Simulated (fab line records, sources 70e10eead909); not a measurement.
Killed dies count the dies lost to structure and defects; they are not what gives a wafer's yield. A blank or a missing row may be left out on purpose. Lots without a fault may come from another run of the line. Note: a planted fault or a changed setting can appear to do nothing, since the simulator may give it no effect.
Chamber matching    flow nandHarc    cmp-03 running NHARC_P_CONTACT_CMP_01: 4 sister chambers
The step polishes SiO2, target thk 200 nm. 8 wafers are shown with their chamber, then 7 later ones without.

== EACH WAFER AND ITS CHAMBER ==
wafer   chamber  motorCurrentA (A)
L936.4  0        11.4
L937.2  0        11.6
L937.6  1        13.0
L938.1  2        12.9
L938.3  3        11.0
L938.6  2        12.7
L943.1  3        11.4
L943.4  1        13.2

== WAFERS WHOSE CHAMBER IS MISSING ==
wafer   motorCurrentA (A)
L943.6  13.5
L944.1  12.7
L944.5  11.7
L944.6  11.2
L955.1  11.6
L955.2  13.6
L955.4  12.6

== THE CHAMBER EACH PASSED THROUGH ==
wafer   from the rows above      in truth
L943.6  can't be placed: 1 or 2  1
L944.1  can't be placed: 2 or 1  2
L944.5  can't be placed: 0 or 3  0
L944.6  can't be placed: 3 or 0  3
L955.1  can't be placed: 0 or 3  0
L955.2  can't be placed: 1 or 2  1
L955.4  can't be placed: 2 or 1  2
Placed correctly: 0 of 7. Can't be placed from these rows: 7 (the true chamber is among the candidates in 7). Wrongly placed: 0.
How it was worked out, from the rows above alone: a wafer's distance from a chamber is the root of the sum, over the readings, of the square of ((its reading less the chamber's mean) divided by the reading's scatter). The wafer belongs to the nearest chamber; if the next one is less than 2 further off, it can't be placed. For every chamber, the mean is computed from those of its wafers that are shown. The scatter: take each reading less its chamber's mean, square it, sum over the shown wafers, divide by the number of wafers less the number of chambers, and take the root.
